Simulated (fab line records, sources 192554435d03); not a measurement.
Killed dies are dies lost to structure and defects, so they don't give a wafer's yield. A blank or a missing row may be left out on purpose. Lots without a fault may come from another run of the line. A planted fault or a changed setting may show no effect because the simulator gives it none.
Which tool did it? | flow n5_finfet | 14 lots, 40 wafers sampled, at 6 steps of a route of 1938

WHAT THE GAUGES READ, wafer by wafer
N5_SDB_INSPECT_36: inspects for defects (darkfield).
lot  | measured    | on                | raw_defect_count
L919 | day 4 01:32 | defect_inspect-02 | 39 49 40
L920 | day 4 04:47 | defect_inspect-01 | 33 25
L921 | day 4 08:30 | defect_inspect-02 | 56 38 47
L923 | day 5 00:04 | defect_inspect-01 | 23 28 70
L924 | day 5 08:16 | defect_inspect-01 | 22 19 26
L926 | day 5 17:46 | defect_inspect-02 | 36 38 24
L927 | day 6 03:55 | defect_inspect-01 | 47 35 55
L928 | day 6 05:16 | defect_inspect-01 | 24 38 32
L929 | day 6 12:19 | defect_inspect-02 | 54 50 27
L931 | day 6 21:53 | defect_inspect-01 | 37 29
L932 | day 7 04:18 | defect_inspect-01 | 46 17 35
L933 | day 7 08:47 | defect_inspect-01 | 45 35 26
L935 | day 7 20:50 | defect_inspect-02 | 76 44 57
L936 | day 8 02:34 | defect_inspect-02 | 54 36 52

N5_BEOL_M4_RC_MEAS_101.
lot  | measured     | on        | DIBL_N (mV/V)  | DIBL_P (mV/V)  | IOFF_N (nA/um) | IOFF_P (nA/um) | ION_N (uA/um) | ION_P (uA/um) | SS_N (mV/dec)  | SS_P (mV/dec)  | VT_N (mV)   | VT_P (mV)
L919 | day 7 20:41  | prober-01 | 35.0 32.8 33.8 | 34.6 32.3 32.1 | 0.13 0.11 0.12 | 0.20 0.17 0.16 | 672 658 665   | 464 457 461   | 71.2 70.6 71.6 | 72.7 72.4 72.1 | 250 256 254 | -250 -251 -251
L920 | day 8 00:44  | prober-01 | 37.3 35.4      | 37.3 35.0      | 0.17 0.14      | 0.21 0.19      | 674 667       | 461 454       | 71.5 71.6      | 73.2 72.4      | 251 251     | -254 -253
L921 | day 8 00:55  | prober-02 | 36.3 35.1 32.8 | 37.2 36.8 34.1 | 0.17 0.15 0.12 | 0.21 0.19 0.16 | 675 662 672   | 458 454 463   | 72.3 71.6 70.7 | 73.5 73.3 72.1 | 249 251 253 | -252 -252 -255
L923 | day 9 00:44  | prober-01 | 32.4 32.1 34.7 | 31.1 31.3 33.8 | 0.10 0.10 0.13 | 0.14 0.14 0.18 | 662 648 674   | 457 454 465   | 71.0 70.5 71.4 | 72.7 72.4 74.1 | 259 260 255 | -258 -257 -251
L924 | day 9 03:22  | prober-01 | 38.7 36.1 33.1 | 39.3 35.5 32.3 | 0.21 0.16 0.12 | 0.26 0.19 0.16 | 690 675 662   | 471 459 452   | 72.2 72.4 71.2 | 74.5 73.7 72.1 | 245 249 252 | -249 -251 -253
L926 | day 9 22:17  | prober-01 | 36.5 34.2 35.0 | 35.6 34.0 34.3 | 0.15 0.13 0.13 | 0.20 0.19 0.19 | 672 682 673   | 462 473 465   | 71.5 70.9 70.7 | 73.3 72.4 72.6 | 249 253 251 | -249 -250 -249
L927 | day 10 03:46 | prober-01 | 35.3 37.6 39.0 | 34.6 36.8 39.5 | 0.13 0.16 0.21 | 0.17 0.20 0.24 | 673 662 684   | 464 450 464   | 70.8 71.5 72.3 | 72.6 74.0 74.1 | 251 252 246 | -255 -254 -252
L928 | day 9 23:51  | prober-02 | 37.8 35.3 35.8 | 37.3 34.2 33.6 | 0.16 0.12 0.13 | 0.19 0.16 0.15 | 675 644 653   | 459 445 446   | 71.2 70.9 71.9 | 73.3 73.4 72.5 | 252 259 256 | -254 -256 -259
L929 | day 10 11:47 | prober-01 | 32.1 37.1 35.9 | 32.0 37.1 37.0 | 0.11 0.16 0.15 | 0.13 0.19 0.20 | 679 687 676   | 457 463 453   | 70.8 72.5 71.3 | 71.7 72.6 72.6 | 251 250 247 | -258 -254 -252
L931 | day 11 07:55 | prober-01 | 34.9 35.5      | 34.8 36.6      | 0.14 0.15      | 0.18 0.20      | 681 666       | 466 456       | 71.4 71.6      | 72.5 73.4      | 250 246     | -250 -254
L932 | day 11 13:40 | prober-02 | 35.7 32.8 36.7 | 35.0 31.4 34.6 | 0.15 0.11 0.16 | 0.19 0.15 0.19 | 671 670 669   | 464 458 457   | 70.9 70.7 71.8 | 72.2 72.1 72.8 | 248 253 249 | -250 -254 -250
L933 | day 11 07:28 | prober-02 | 36.8 37.0 36.8 | 35.6 36.6 36.4 | 0.16 0.16 0.16 | 0.23 0.25 0.24 | 677 671 685   | 467 471 473   | 70.6 71.9 71.2 | 73.3 73.8 72.4 | 249 247 250 | -247 -248 -253
L935 | day 11 22:24 | prober-01 | 36.0 34.2      | 37.5 34.9      | 0.18 0.15      | 0.24 0.19      | 687 694       | 470 480       | 71.2 71.1      | 73.3 72.6      | 246 249     | -246 -250
L936 | day 12 02:56 | prober-02 | 37.0 37.4 36.6 | 38.5 38.1 36.9 | 0.17 0.20 0.17 | 0.24 0.23 0.22 | 661 697 686   | 456 478 464   | 72.0 71.2 70.7 | 73.5 73.8 72.4 | 246 243 248 | -249 -251 -250

WHICH TOOL RAN EACH LOT (tool, then ch and the chambers of the sampled wafers, then the start)
lot  | N5_ILD0_ALD_15                   | N5_SDB_ETCH_17                    | N5_SDB_HM_OPEN_20                 | N5_SDB_STRIP_22
L919 | ald_sin-01 ch 1,2,3, day 3 17:19 | rie_diel-06 ch 0,1,2, day 3 21:02 | rie_diel-06 ch 0,1,2, day 3 21:13 | plasma_asher-01 ch 0,1, day 3 21:32
L920 | ald_sin-01 ch 1,2, day 3 20:38   | rie_diel-06 ch 0,3, day 3 23:40   | rie_diel-06 ch 0,3, day 3 23:52   | plasma_asher-01 ch 0, day 3 23:57
L921 | ald_sin-04 ch 2,3, day 4 01:29   | rie_diel-04 ch 0,1,2, day 4 04:40 | rie_diel-04 ch 0,1,2, day 4 04:52 | plasma_asher-02 ch 0,1, day 4 04:59
L923 | ald_sin-04 ch 0,1,3, day 4 15:01 | rie_diel-04 ch 0,2,3, day 4 18:09 | rie_diel-04 ch 0,2,3, day 4 18:20 | plasma_asher-01 ch 0,1, day 4 18:26
L924 | ald_sin-01 ch 2,3, day 5 01:01   | rie_diel-04 ch 0,1,2, day 5 04:10 | rie_diel-04 ch 0,1,2, day 5 04:21 | plasma_asher-01 ch 0,1, day 5 04:26
L926 | ald_sin-03 ch 0,2,3, day 5 10:34 | rie_diel-04 ch 1,2, day 5 13:41   | rie_diel-04 ch 1,2, day 5 13:53   | plasma_asher-02 ch 0,1, day 5 13:58
L927 | ald_sin-01 ch 1,2, day 5 20:38   | rie_diel-01 ch 1,3, day 5 23:58   | rie_diel-01 ch 1,3, day 6 00:09   | plasma_asher-02 ch 0,1, day 6 00:14
L928 | ald_sin-03 ch 1,2,3, day 5 22:19 | rie_diel-01 ch 0,1,3, day 6 01:27 | rie_diel-01 ch 0,1,3, day 6 01:39 | plasma_asher-01 ch 0,1, day 6 01:44
L929 | ald_sin-01 ch 0,1,3, day 6 05:03 | rie_diel-06 ch 2,3, day 6 08:11   | rie_diel-06 ch 2,3, day 6 08:22   | plasma_asher-02 ch 0,1, day 6 08:29
L931 | ald_sin-03 ch 0,1, day 6 15:43   | rie_diel-01 ch 0,3, day 6 17:47   | rie_diel-01 ch 0,3, day 6 17:59   | plasma_asher-01 ch 0,1, day 6 18:07
L932 | ald_sin-03 ch 1,3, day 6 21:22   | rie_diel-01 ch 0,1,2, day 7 00:29 | rie_diel-01 ch 0,1,2, day 7 00:41 | plasma_asher-02 ch 0,1, day 7 00:46
L933 | ald_sin-03 ch 0,1,2, day 7 01:57 | rie_diel-04 ch 0,3, day 7 04:58   | rie_diel-04 ch 0,3, day 7 05:09   | plasma_asher-02 ch 0, day 7 05:14
L935 | ald_sin-01 ch 0,1,2, day 7 13:53 | rie_diel-04 ch 0,3, day 7 17:01   | rie_diel-04 ch 0,3, day 7 17:12   | plasma_asher-01 ch 0,1, day 7 17:20
L936 | ald_sin-01 ch 1,2, day 7 19:45   | rie_diel-04 ch 0,3, day 7 22:46   | rie_diel-04 ch 0,3, day 7 22:57   | plasma_asher-02 ch 0,1, day 7 23:02
- N5_ILD0_ALD_15: deposits SiNx, target thk 24 nm, pulse time 1 s, ald cycles 480.
- N5_SDB_ETCH_17: etches SiARC in CF4, target depth 23.4 nm, time 39 s.
- N5_SDB_HM_OPEN_20: chemistry CH3F/O2, target SiNx, stops on poly-Si, target depth 24 nm.
- N5_SDB_STRIP_22: strips in N2/H2.

WHAT THE TOOLS THEMSELVES READ (means of the sampled wafers that have a number; where no wafer has one, the mark that the record gives instead)
N5_ILD0_ALD_15.
lot  | tool       | heater_power_w (W) | precursor_pulse_height_rel
L919 | ald_sin-01 | 893                | 0.986
L920 | ald_sin-01 | 886                | 0.997
L921 | ald_sin-04 | 843                | 0.986
L923 | ald_sin-04 | 894                | 0.993
L924 | ald_sin-01 | 865                | 1.002
L926 | ald_sin-03 | 876                | 1.008
L927 | ald_sin-01 | 883                | 0.996
L928 | ald_sin-03 | 850                | 0.993
L929 | ald_sin-01 | 874                | 1.002
L931 | ald_sin-03 | 822                | 1.000
L932 | ald_sin-03 | 825                | 0.999
L933 | ald_sin-03 | 845                | 1.004
L935 | ald_sin-01 | 858                | 1.006
L936 | ald_sin-01 | 913                | 0.987

N5_SDB_ETCH_17.
lot  | tool        | drypump_motor_current_A (A) | etch_rf_on_time_s (s) | oes_product_au (a.u.) | rf_vpp_V (V) | showerhead_plenum_p_Torr (Torr) | throttle_valve_pct (%)
L919 | rie_diel-06 | 5.7                         | 38.9                  | 0.70                  | 185.0        | 2.17                            | 15.57
L920 | rie_diel-06 | 5.8                         | 39.5                  | 0.75                  | 183.6        | 2.13                            | 15.22
L921 | rie_diel-04 | 5.7                         | 37.6                  | 0.69                  | 184.5        | 2.18                            | 15.37
L923 | rie_diel-04 | 6.0                         | 38.1                  | 0.71                  | 184.5        | 2.16                            | 15.30
L924 | rie_diel-04 | 5.7                         | 38.7                  | 0.68                  | 184.0        | 2.18                            | 15.38
L926 | rie_diel-04 | 5.5                         | 37.4                  | 0.63                  | 185.0        | 2.19                            | 15.46
L927 | rie_diel-01 | 5.5                         | 39.3                  | 0.70                  | 184.4        | 2.18                            | 15.70
L928 | rie_diel-01 | 5.4                         | 38.3                  | 0.72                  | 184.2        | 2.19                            | 15.64
L929 | rie_diel-06 | 5.8                         | 37.5                  | 0.74                  | 185.0        | 2.17                            | 15.65
L931 | rie_diel-01 | 5.3                         | 38.6                  | 0.75                  | 185.8        | 2.17                            | 15.53
L932 | rie_diel-01 | 5.5                         | 39.6                  | 0.66                  | 183.5        | 2.15                            | 15.85
L933 | rie_diel-04 | 6.2                         | 38.5                  | 0.74                  | 184.8        | 2.14                            | 15.28
L935 | rie_diel-04 | 6.2                         | 38.6                  | 0.71                  | 183.5        | 2.11                            | 15.34
L936 | rie_diel-04 | 6.2                         | 38.1                  | 0.73                  | 184.8        | 2.14                            | 15.30

N5_SDB_HM_OPEN_20.
lot  | tool        | drypump_motor_current_A (A) | oes_product_au (a.u.) | rf_vpp_V (V) | showerhead_plenum_p_Torr (Torr) | throttle_valve_pct (%)
L919 | rie_diel-06 | 5.7                         | 0.67                  | 304          | 2.03                            | 16.30
L920 | rie_diel-06 | 5.8                         | 0.73                  | 300          | 1.99                            | 15.95
L921 | rie_diel-04 | 5.7                         | 0.65                  | 301          | 2.04                            | 16.08
L923 | rie_diel-04 | 6.0                         | 0.69                  | 298          | 2.03                            | 16.06
L924 | rie_diel-04 | 5.7                         | 0.65                  | 300          | 2.04                            | 16.10
L926 | rie_diel-04 | 5.5                         | 0.59                  | 292          | 2.05                            | 16.17
L927 | rie_diel-01 | 5.5                         | 0.67                  | 305          | 2.03                            | 16.37
L928 | rie_diel-01 | 5.4                         | 0.70                  | 300          | 2.04                            | 16.30
L929 | rie_diel-06 | 5.8                         | 0.69                  | 295          | 2.03                            | 16.38
L931 | rie_diel-01 | 5.3                         | 0.73                  | 298          | 2.02                            | 16.20
L932 | rie_diel-01 | 5.5                         | 0.64                  | 296          | 2.00                            | 16.53
L933 | rie_diel-04 | 6.2                         | 0.71                  | 306          | 2.01                            | 16.04
L935 | rie_diel-04 | 6.1                         | 0.61                  | 302          | 1.98                            | 16.15
L936 | rie_diel-04 | 6.2                         | 0.63                  | 306          | 2.01                            | 16.06

N5_SDB_STRIP_22.
lot  | tool            | drypump_motor_current_A (A) | heater_power_w (W) | oes_product_au (a.u.) | strip_time_to_endpoint_s (s)
L919 | plasma_asher-01 | 5.5                         | 348                | 0.718                 | 95.5
L920 | plasma_asher-01 | 6.1                         | 314                | 0.710                 | 96.3
L921 | plasma_asher-02 | 5.6                         | 386                | 0.715                 | 95.7
L923 | plasma_asher-01 | 5.8                         | 330                | 0.715                 | 96.2
L924 | plasma_asher-01 | 5.5                         | 349                | 0.713                 | 95.7
L926 | plasma_asher-02 | 5.7                         | 356                | 0.710                 | 95.6
L927 | plasma_asher-02 | 5.5                         | 382                | 0.718                 | 96.1
L928 | plasma_asher-01 | 5.5                         | 351                | 0.717                 | 96.2
L929 | plasma_asher-02 | 5.6                         | 387                | 0.711                 | 96.0
L931 | plasma_asher-01 | 5.7                         | 345                | 0.718                 | 95.8
L932 | plasma_asher-02 | 5.7                         | 359                | 0.717                 | 96.4
L933 | plasma_asher-02 | 5.4                         | 414                | 0.713                 | 96.0
L935 | plasma_asher-01 | 5.9                         | 331                | 0.718                 | 101.1
L936 | plasma_asher-02 | 5.6                         | 380                | 0.722                 | 100.7

THE ANSWER, worked out from the rows above alone
Rule: what is usual is taken from the lots themselves. Put in order of their means at a reading, lots are off if they are a third of the lots or fewer, leave a main group of 4 or more, and stand apart from it by a gap of 3 or more times the standard deviation of the main group's means; of several such gaps the widest counts. A main group whose means are all the same, to the digits that the tables above print for the reading, isn't used. A lot without any number at a reading at which 4 lots or more have one is off too. The other lots that the step has rows for count as sound. The gauges are gone through in route order, then the tools' own readings, and for those a lot's mean is taken as printed above. The first step at which some lot is off is used, and at that step the reading that is off furthest; a lot without a number counts as furthest.
Off: L935, L936, at N5_SDB_STRIP_22 (strip_time_to_endpoint_s). The main group: mean 96.0 s, standard deviation 0.28.
A tool fits if, at that step or a process step before it, it ran every lot that is off, and no sound lot after the first of them. Can't be told from this: 2 tools fit, ald_sin-01 at N5_ILD0_ALD_15, rie_diel-04 at N5_SDB_ETCH_17 and N5_SDB_HM_OPEN_20.

WHAT THE SIMULATOR HAD PUT IN
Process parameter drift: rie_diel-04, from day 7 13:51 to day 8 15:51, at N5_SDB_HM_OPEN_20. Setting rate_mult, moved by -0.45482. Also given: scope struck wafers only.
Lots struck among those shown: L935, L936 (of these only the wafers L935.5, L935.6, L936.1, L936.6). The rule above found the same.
